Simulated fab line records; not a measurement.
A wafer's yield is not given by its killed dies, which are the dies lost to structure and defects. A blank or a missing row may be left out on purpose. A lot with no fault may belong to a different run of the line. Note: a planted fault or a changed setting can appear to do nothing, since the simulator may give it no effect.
Struck lot and sound lot, side by side || flow nand harc || 14 out of 1159 route steps
Sound: wafers L403.2, L403.3, L403.5. The struck wafers were L398.2, L398.4, L398.5. The cause is named last.
For every step that has rows: the tool of each side, followed by ch and its chambers, followed by its first start. Under that, the readings that differ: sound wafers || struck wafers || difference of the means || sigmas: that difference in standard deviations of wafers without a fault.
alike: readings with means less than 2 such deviations apart, plus words and numbers identical on both sides. not compared: withheld readings, readings lacking a value on some wafer, bounds such as >300 that could conceal the same value, and numbers that have no deviation in the record and whose values overlap.
The two part at a step that has a row with sigmas, a row that says differs or no value, or rows on one side only. Non-overlapping numbers with no deviation appear without sigmas and do not part them. A reading that every wafer of one side lacks parts them only if that side has two wafers or more.

NHARC_A_WL_FILL_STRIP_27: strips in N2/H2, time 20 s.
  sound on plasma asher-01 ch 0,1, day 19 08:23; struck on plasma asher-02 ch 0,1, day 17 23:31
  alike: drypump motor current A, heater power w
  not compared: rf hours counter h
then, 5 steps without rows for these wafers: NHARC_A_WL_FILL_STRIP_28 (strips in post etch residue remover, time 1200 s); NHARC_A_WL_FILL_PRECLEAN_06 (cleans in DIW, time 300 s); NHARC_A_WL_FILL_SRD_07; NHARC_A_WL_FILL_ANNEAL_08 (time 1800 s); NHARC_A_WL_FILL_ALD_10 (deposits SiO2, target thk 50 nm, pulse time 10 s, ald cycles 500).
NHARC_A_WL_FILL_ETCHBACK_16: etches the open film in C4F8/O2/Ar, target depth 88 nm, time 17.6 s.
  sound: rie diel-04 ch 2,3; struck: rie diel-04 ch 0,1
{"reading": "oes product au (a.u.)", "sound": "0.92 0.91 0.91", "struck": "1.00 0.99 0.99", "difference": "+0.08", "sigmas": "+3"}
{"reading": "rf vpp V (V)", "sound": "730 729 729", "struck": "721 720 722", "difference": -8, "sigmas": -2}
  not compared: rf hours counter h
NHARC_A_WL_FILL_STRIP_29: strips in O2, time 20 s.
  sound on rie diel-04 ch 1,2,3, day 19 18:35; struck on rie diel-04 ch 2,3, day 18 11:13
  alike: drypump motor current A, oes product au, rf vpp V, showerhead plenum p Torr, throttle valve pct
  not compared: rf hours counter h
NHARC_A_WL_FILL_ETCHBACK_17: etches the open film in Cl2/BCl3, target depth 4 nm, time 26.7 s.
  sound on rie metal-03 ch 1, day 19 18:40; struck on rie metal-03 ch 0,1, day 18 11:18
{"reading": "drypump motor current A (A)", "sound": "4.9 4.9 4.9", "struck": "4.9 6.2 6.2", "difference": "+0.9", "sigmas": "+2"}
  alike: oes product au
  not compared: rf hours counter h
then, 2 steps without rows for these wafers: NHARC_A_WL_FILL_PRECLEAN_18 (cleans in dHF, time 30 s); NHARC_A_WL_FILL_SRD_21.
NHARC_A_WL_FILL_CVD_23: deposits poly-Si, target thk 40 nm, time 800 s.
  sound on lpcvd poly-03 ch 0, day 19 20:55; struck on lpcvd poly-04 ch 0, day 18 14:07
{"reading": "run length s (s)", "sound": "801.36 801.36 801.36", "struck": "1048.2 1048.2 1048.2", "difference": "+246.8", "sigmas": "+99 or more"}
NHARC_A_WL_FILL_ETCHBACK_26: etches the open film in HBr, target depth 52 nm, time 13.3 s.
  sound on rie si-01 ch 1,2, day 19 23:32; struck on rie si-02 ch 2,3, day 18 16:44
  alike: drypump motor current A, oes product au, throttle valve pct
  not compared: rf hours counter h
then, 1 step without rows for these wafers: NHARC_END_SORT_01.

== WHERE THEY PART ==
First at NHARC_A_WL_FILL_ETCHBACK_16; last, within this record, at NHARC_A_WL_FILL_CVD_23. Later steps at which nothing parts them and some readings are alike: NHARC_A_WL_FILL_ETCHBACK_26.

WHY: what had been put in by the simulator
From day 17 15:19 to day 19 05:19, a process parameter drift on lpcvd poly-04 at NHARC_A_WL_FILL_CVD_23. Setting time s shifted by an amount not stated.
